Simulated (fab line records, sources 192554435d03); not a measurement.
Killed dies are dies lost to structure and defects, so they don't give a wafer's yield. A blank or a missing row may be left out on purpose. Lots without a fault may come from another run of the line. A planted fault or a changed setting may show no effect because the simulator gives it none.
Which tool did it? | flow n5_finfet | 9 lots, 25 wafers sampled, at 6 steps of a route of 1938

WHAT THE GAUGES READ, wafer by wafer
N5_BEOL_M4_RC_MEAS_101.
lot  | measured     | on        | DIBL_N (mV/V)
L411 | day 9 06:25  | prober-02 | 39.9 38.3 37.1
L414 | day 9 16:55  | prober-01 | 37.2 33.7 30.6
L415 | day 9 22:16  | prober-01 | 35.1 34.2 34.3
L419 | day 12 21:15 | prober-01 | 37.7 36.4 37.2
L425 | day 13 01:41 | prober-01 | 35.2 35.7 37.2
L420 | day 13 14:40 | prober-01 | 33.1 37.4 33.9
L422 | day 14 01:24 | prober-01 | 38.9 37.8
L418 | day 14 08:13 | prober-02 | 37.9 36.8
L428 | day 15 04:40 | prober-01 | 36.2 36.5 36.9

WHICH TOOL RAN EACH LOT (tool, then ch and the chambers of the sampled wafers, then the start)
lot  | N5_BEOL_M2_PECVD_72             | N5_BEOL_M2_ANNEAL_49         | N5_BEOL_M2_ANNEAL_82         | N5_BEOL_M2_SPUTTER_94        | N5_BEOL_M2_CMP_52
L411 | pecvd-03 ch 1,2, day 7 22:23    | pvd_sputter-03, day 8 06:01  | pvd_sputter-03, day 8 06:28  | pvd_sputter-03, day 8 07:29  | cmp-03 ch 1,2,3, day 8 08:19
L414 | pecvd-04 ch 1,2, day 8 11:49    | pvd_sputter-02, day 8 20:01  | pvd_sputter-02, day 8 20:28  | pvd_sputter-02, day 8 21:29  | cmp-01 ch 1,2,3, day 8 22:14
L415 | pecvd-03 ch 0,1,2, day 8 21:22  | pvd_sputter-02, day 9 03:40  | pvd_sputter-02, day 9 04:07  | pvd_sputter-02, day 9 05:08  | cmp-01 ch 1,2,3, day 9 06:03
L419 | pecvd-03 ch 0,2, day 11 14:15   | pvd_sputter-01, day 11 20:37 | pvd_sputter-01, day 11 21:03 | pvd_sputter-01, day 11 22:04 | cmp-03 ch 1,3, day 11 22:47
L425 | pecvd-03 ch 0,1,2, day 11 17:10 | pvd_sputter-02, day 11 23:46 | pvd_sputter-02, day 12 00:13 | pvd_sputter-02, day 12 01:14 | cmp-01 ch 1,2,3, day 12 01:59
L420 | pecvd-03 ch 0,2, day 11 17:45   | pvd_sputter-02, day 12 01:37 | pvd_sputter-02, day 12 02:03 | pvd_sputter-02, day 12 03:04 | cmp-04 ch 0,1,3, day 12 03:52
L422 | pecvd-03 ch 0,1, day 11 20:05   | pvd_sputter-03, day 12 06:20 | pvd_sputter-03, day 12 06:46 | pvd_sputter-03, day 12 07:47 | cmp-03 ch 1,3, day 12 08:32
L418 | pecvd-03 ch 1,2, day 11 21:16   | pvd_sputter-03, day 12 11:32 | pvd_sputter-03, day 12 11:58 | pvd_sputter-03, day 12 12:59 | cmp-03 ch 2,3, day 12 13:47
L428 | pecvd-04 ch 0,2, day 12 21:12   | pvd_sputter-02, day 13 09:23 | pvd_sputter-02, day 13 09:50 | pvd_sputter-02, day 13 10:51 | cmp-01 ch 0,1,2, day 13 11:38
- N5_BEOL_M2_PECVD_72: deposits SiO2 from TEOS/O2, target thk 16 nm, time 18 s.
- N5_BEOL_M2_ANNEAL_49: time 240 s.
- N5_BEOL_M2_ANNEAL_82: time 240 s.
- N5_BEOL_M2_SPUTTER_94: material Cu, target thk 4.5 nm, time 8.29 s.
- N5_BEOL_M2_CMP_52: polishes, stops on SiOC, t overpolish 6.8 s, target thk 40 nm.

THE ANSWER, worked out from the rows above alone
Rule: what is usual is taken from the lots themselves. Put in order of their means at a reading, lots are off if they are a third of the lots or fewer, leave a main group of 4 or more, and stand apart from it by a gap of 3 or more times the standard deviation of the main group's means; of several such gaps the widest counts. A main group whose means are all the same, to the digits that the tables above print for the reading, isn't used. A lot without any number at a reading at which 4 lots or more have one is off too. The other lots that the step has rows for count as sound.
No lot is off at any reading shown: from this, nothing can be told.

WHAT THE SIMULATOR HAD PUT IN
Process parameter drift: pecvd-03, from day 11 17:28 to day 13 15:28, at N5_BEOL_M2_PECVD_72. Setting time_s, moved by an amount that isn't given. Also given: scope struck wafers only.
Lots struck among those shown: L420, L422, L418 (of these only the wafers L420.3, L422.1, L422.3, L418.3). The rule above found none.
